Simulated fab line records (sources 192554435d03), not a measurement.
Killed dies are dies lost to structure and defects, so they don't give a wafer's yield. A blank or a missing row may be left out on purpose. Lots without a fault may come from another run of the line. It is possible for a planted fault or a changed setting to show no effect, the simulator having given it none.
Comparing a struck lot with a sound one | flow n5-finfet | 15 out of 1938 route steps
Sound: these wafers, L583.3, L583.4, L583.5. Struck: wafer L573.1. (L573.2, L573.4 of the same lot were not struck and are left out.) The cause comes at the end.
At each step with rows: each side's tool, then ch and its chambers, then its first start. Under that, the readings that differ: sound wafers | struck wafers | difference of the means | sigmas: that difference in standard deviations of wafers without a fault.
alike: words and numbers the same on both sides, and readings whose means are apart by under 2 such deviations; not compared: readings that were withheld, readings missing a value for some wafer, numbers with overlapping values and no deviation given by the record, and bounds like >300 which may hide the same value.
Wherever a step has rows on one side only, a row that says differs or no value, or a row with sigmas, the two part there. When numbers do not overlap yet have no deviation, they are printed without sigmas and do not part them. Lack of a reading on every wafer of one side parts them only where that side has two or more wafers.

N5_BEOL_M11_VIA_ETCH_34: etches SiCOH lowk in C4F6/O2, target depth 184.5 nm, time 69.2 s.
  sound on rie-diel-03 ch 0,2, day 15 10:38; struck on rie-diel-03 ch 0, day 12 11:22
  alike: O2_flow_sccm, drypump-motor-current-A, oes_o_777_au, oes-product-au, rf-vpp-V, showerhead-plenum-p-Torr, throttle-valve-pct
  not compared: rf-hours-counter-h
then, 1 step without rows for these wafers: N5_BEOL_M11_STRIP_73 (strips in C4F6/O2).
N5_BEOL_M11_STRIP_36: strips in N2/H2.
  sound on rie-diel-03 ch 0,2, day 15 10:42; struck on rie-diel-03 ch 0, day 12 11:26
  alike: drypump-motor-current-A, oes-product-au, rf-vpp-V, showerhead-plenum-p-Torr, throttle-valve-pct
  not compared: rf-hours-counter-h
then, 1 step without rows for these wafers: N5_BEOL_M11_TRENCH_ETCH_37 (etches SiCOH lowk in C4F6/O2, target depth 148.83 nm, time 48 s).
N5_BEOL_M11_ETCH_41: etches SiCN in CH3F/O2, target depth 42.6 nm, time 86 s.
  sound on rie-diel-03 ch 0,2; struck on rie-diel-03 ch 0
  alike: O2_flow_sccm, drypump-motor-current-A, oes-product-au, rf-vpp-V, showerhead-plenum-p-Torr, throttle-valve-pct
  not compared: rf-hours-counter-h
N5_BEOL_M11_STRIP_77: strips in N2/H2, time 10 s.
  sound on rie-diel-03 ch 0,2; struck on rie-diel-03 ch 0
  alike: drypump-motor-current-A, oes-product-au, rf-vpp-V, showerhead-plenum-p-Torr, throttle-valve-pct
  not compared: rf-hours-counter-h
N5_BEOL_M11_OCD_MEAS_38:
  sound: ocd-02 at day 15 10:56; struck: ocd-02 at day 12 11:39
  alike: trench-depth-nm
then, 4 steps without rows for these wafers: N5_BEOL_M11_HM_STRIP_39 (strips TiN in peroxide tin strip, target depth 25 nm, time 158 s); N5_BEOL_M11_SRD_40 (time 30 s); N5_BEOL_M11_PRECLEAN_42 (cleans in residue remover, time 60 s); N5_BEOL_M11_SRD_43 (time 30 s).
N5_BEOL_M11_CD_MEAS_35: the cd target is 70 nm.
  sound: cd-sem-01 at day 15 11:05; struck: cd-sem-02 at day 12 11:48
  reading    | sound          | struck | difference | sigmas
  cd-nm (nm) | 70.7 70.5 71.3 | 69.4   | -1.4       | -2
N5_BEOL_M11_CURE_72: cures SiCOH lowk, time 120 s.
  sound on uv-cure-03 ch 1, day 15 11:13; struck on uv-cure-01 ch 2, day 12 12:15
  reading          | sound             | struck | difference | sigmas
  run-length-s (s) | 177.5 178.0 177.3 | 207.6  | +30.0      | +32
  alike: lamp-power-pct, wafer_temp_C_max
N5_BEOL_M11_DEGAS_44: time 60 s.
  sound: pvd-sputter-03 at day 15 12:50; struck: pvd-sputter-02 at day 12 12:44
  alike: heater-power-w, susceptor-temp-C
then, 1 step without rows for these wafers: N5_PASSIVATION_PROBE_49.

WHERE THEY PART
Earliest at N5_BEOL_M11_CD_MEAS_35; latest, in this record, at N5_BEOL_M11_CURE_72. Later steps at which nothing parts them and some readings are alike: N5_BEOL_M11_DEGAS_44.

WHY: what the simulator had put in
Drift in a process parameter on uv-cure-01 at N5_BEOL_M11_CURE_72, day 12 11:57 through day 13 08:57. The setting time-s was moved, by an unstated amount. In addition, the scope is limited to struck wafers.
